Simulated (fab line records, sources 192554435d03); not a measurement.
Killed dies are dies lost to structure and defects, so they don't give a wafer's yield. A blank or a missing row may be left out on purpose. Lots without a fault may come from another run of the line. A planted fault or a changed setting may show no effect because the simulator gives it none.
Which tool did it? | flow n5_finfet | 6 lots, 18 wafers sampled, at 1 step of a route of 1938

WHAT THE GAUGES READ, wafer by wafer
N5_BEOL_M4_RC_MEAS_101. Usual: DIBL_N 37.0 mV/V, standard deviation 2.3; DIBL_P 37.3 mV/V, standard deviation 2.8; IOFF_N 0.17 nA/um, standard deviation 0.046; IOFF_P 0.23 nA/um, standard deviation 0.054; ION_N 675 uA/um, standard deviation 14; ION_P 460 uA/um, standard deviation 9.3; SS_N 71.7 mV/dec, standard deviation 0.73; SS_P 73.6 mV/dec, standard deviation 0.95; VT_N 249 mV, standard deviation 3.9; VT_P -250 mV, standard deviation 3.9.
lot  | measured     | on        | DIBL_N (mV/V)  | DIBL_P (mV/V)  | IOFF_N (nA/um) | IOFF_P (nA/um) | ION_N (uA/um) | ION_P (uA/um) | SS_N (mV/dec)  | SS_P (mV/dec)  | VT_N (mV)   | VT_P (mV)      | flag
L593 | day 7 23:18  | prober-02 | 40.3 37.1 43.8 | 40.9 35.4 44.8 | 0.23 0.15 0.36 | 0.31 0.21 0.42 | 680 676 712   | 471 464 478   | 72.2 71.3 73.7 | 74.8 73.7 76.2 | 243 251 240 | -246 -251 -243 |
L597 | day 9 01:54  | prober-01 | 36.7 36.7 36.5 | 38.7 36.8 38.3 | 0.17 0.16 0.16 | 0.26 0.21 0.25 | 681 671 679   | 475 459 473   | 70.8 71.5 71.2 | 74.1 72.5 73.6 | 248 251 251 | -247 -251 -247 |
L599 | day 9 08:11  | prober-02 | 35.3 38.5 39.3 | 36.6 39.5 40.8 | 0.15 0.22 0.23 | 0.19 0.25 0.27 | 670 703 706   | 458 474 471   | 71.4 72.1 72.3 | 73.1 73.8 74.8 | 253 245 248 | -255 -251 -249 |
L598 | day 9 09:13  | prober-01 | 36.5 34.8 40.1 | 38.2 36.0 43.2 | 0.19 0.14 0.28 | 0.25 0.21 0.37 | 691 653 701   | 469 455 483   | 72.1 71.9 72.7 | 73.1 71.4 74.5 | 246 251 242 | -247 -248 -242 |
L616 | day 14 06:08 | prober-01 | 37.3 37.0 33.1 | 38.5 38.7 34.3 | 0.16 0.17 0.10 | 0.18 0.18 0.13 | 675 675 656   | 450 449 445   | 72.0 71.9 70.3 | 74.2 73.9 72.1 | 252 251 256 | -257 -256 -258 |
L615 | day 14 07:43 | prober-02 | 37.7 40.0 35.8 | 38.9 40.9 37.0 | 0.19 0.24 0.15 | 0.28 0.30 0.23 | 670 696 677   | 460 474 471   | 72.9 73.1 71.6 | 73.9 74.6 73.2 | 249 244 250 | -247 -245 -248 |

WHICH TOOL RAN EACH LOT (tool, then ch and the chambers of the sampled wafers, then the start)
The record holds no process step before these readings.

WHAT THE TOOLS THEMSELVES READ (means of the sampled wafers that have a number; where no wafer has one, the mark that the record gives instead)
The record holds no such reading with a usual standard deviation.

THE ANSWER, worked out from the rows above alone
Rule: a lot is off if the mean of its wafers that have a number lies more than 3 standard deviations from the usual mean. A lot without any number at a reading at which 4 lots or more have one is off too. The other lots that the step has rows for count as sound. The gauges are gone through in route order, then the tools' own readings, and for those a lot's mean is taken as printed above. The first step at which some lot is off is used, and at that step the reading that is off furthest; a lot without a number counts as furthest.
No lot is off at any reading shown: from this, nothing can be told.

WHAT THE SIMULATOR HAD PUT IN
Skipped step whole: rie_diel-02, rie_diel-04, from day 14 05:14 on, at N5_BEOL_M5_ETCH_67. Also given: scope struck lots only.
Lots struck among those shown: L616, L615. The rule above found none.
